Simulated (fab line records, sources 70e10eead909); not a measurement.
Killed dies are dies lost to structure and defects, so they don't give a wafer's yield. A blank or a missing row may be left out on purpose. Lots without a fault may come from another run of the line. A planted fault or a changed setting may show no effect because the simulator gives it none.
Chamber matching | flow nand_harc | NHARC_A_M1_CMP_23 on cmp-02: 4 sister chambers
The step polishes, t overpolish 20 s, target thk 154.34 nm. 4 wafers are shown with their chamber, then 7 later ones without.

WAFERS WITH THEIR CHAMBER
wafer  | chamber | motor_current_A (A)
L989.6 | 2       | 10.8
L996.1 | 3       | 12.7
L996.2 | 0       | 11.0
L996.3 | 1       | 14.2

WAFERS WITHOUT THEIR CHAMBER
wafer  | motor_current_A (A)
L997.2 | 11.2
L997.5 | 10.2
L998.2 | 11.4
L998.3 | 14.5
L104.4 | 13.3
L104.5 | 11.5
L104.6 | 12.4

WHICH CHAMBER EACH WENT THROUGH
wafer  | from the rows above          | in truth
L997.2 | can't be placed: 0 or 2      | 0
L997.5 | can't be placed: 2 or 0      | 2
L998.2 | can't be placed: 0 or 2      | 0
L998.3 | 1                            | 1
L104.4 | can't be placed: 3 or 1      | 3
L104.5 | can't be placed: 0 or 2 or 3 | 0
L104.6 | 3                            | 3
Placed correctly: 2 of 7. Can't be placed from these rows: 5 (the true chamber is among the candidates in 5). Placed wrongly: 0.
How it was worked out, from the rows above alone: a wafer's distance from a chamber is the root of the sum, over the readings, of the square of ((its reading less the chamber's mean) divided by the reading's scatter). The wafer belongs to the nearest chamber; if the next one is less than 2 further off, it can't be placed. A chamber's mean is the mean of its shown wafers. The scatter: with one shown wafer a chamber, the root of the mean of the squares of how far each hidden wafer lies from its nearest shown one.
